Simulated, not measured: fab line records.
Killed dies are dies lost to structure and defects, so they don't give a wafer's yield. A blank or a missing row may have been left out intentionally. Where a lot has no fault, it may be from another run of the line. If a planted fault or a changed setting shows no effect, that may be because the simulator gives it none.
Problem report in the 8D (eight disciplines) form, filled by code ; flow n5 finfet ; the parts of the form that need people (team, actions taken, sign-off) are left out

1. PROBLEM STATEMENT
bias w at N5_BEOL_M1_ETCH_70 reads a mean of 157.8 W on 3 wafers of 3 lots; wafers without a fault read 150.0 W with a standard deviation of 0.4. Relative to the usual mean, that is a shift of +19 standard deviations.
The step: etches SOC in N2/H2, target depth 80 nm, overetch 16 nm, time 120 s.
First observed at day 11 00:47: wafer L316.3, on rie diel-05. The record has a number at this step for 15 wafers belonging to 5 lots. Rule for "out", or "out of limits": more than 4 standard deviations from the usual mean. The other wafers with a number count as sound.

2. WHAT THIS IS AND IS NOT
question;is;is not
which readings at this step;bias w, rf vpp V;chamber pressure mTorr, drypump motor current A, oes product au, showerhead plenum p Torr, throttle valve pct
which lots;L316, L317, L318;L299, L302
which wafers of those lots;L316.3, L317.3, L318.2;L316.1, L316.5, L317.1, L317.2, L318.4, L318.5
read on which tools;rie diel-05;rie diel-04
when;from day 11 00:47;"up to then (5 sound wafers); but 7 sound wafers of L299, L317, L318 came after"

3. SUSPECTS, AND WHAT RULES EACH OUT
Counting: any tool at a process step up to the reading remains a suspect provided it ran every lot that is out. Sound lots after the first of them don't rule it out here, since some wafers of a struck lot are sound.
- rie diel-05 at N5_BEOL_M1_ETCH_70 (etches SOC in N2/H2, target depth 80 nm, overetch 16 nm, time 120 s): kept. Every lot that is out went through it, the first being L316 (day 11 00:47); the last sound lot it ran before that was L302 (day 7 12:17). Out on those wafers are its own readings of bias w, rf vpp V.
- At N5_BEOL_M1_ETCH_70, inside rie diel-05: chamber 1 took the wafers that are out, while their sound lot-mates went through chambers 0, 2, 3.
Left after counting: rie diel-05 at N5_BEOL_M1_ETCH_70.

4. THE CAUSE (what the simulator had put in)
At N5_BEOL_M1_ETCH_70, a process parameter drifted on rie diel-05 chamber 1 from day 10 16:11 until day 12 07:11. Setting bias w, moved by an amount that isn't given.
This tool alone remained once counting was done.

5. THE EFFECT CHAIN, in route order
Rows list readings where the struck wafers' mean (over those with a number) sits beyond 3 standard deviations from the usual. Scope: only readings with a usual standard deviation given in the record; hours: median across lots of the time from each lot's start at the first step in this table that gives one to its start at this step; sigmas: change in usual standard deviations.
hours;step;reading;usual;on struck wafers;change;sigmas
0;N5_BEOL_M1_ETCH_70;bias w;150.0 W;157.8;+7.8;+19
0;N5_BEOL_M1_ETCH_70;rf vpp V;524.5 V;541.7;+17.2;+7.2
Its process steps:
- N5_BEOL_M1_ETCH_70: etches SOC in N2/H2, target depth 80 nm, overetch 16 nm, time 120 s.
Later steps that measure or inspect, where all struck wafers having a row at the step show a number for every such reading and not one has moved that far: N5_BEOL_M4_RC_MEAS_101.

6. WHAT WOULD HAVE CAUGHT IT SOONER
First out-of-limits reading in this record: day 11 00:47, which is 9 hours after fault onset at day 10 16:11.
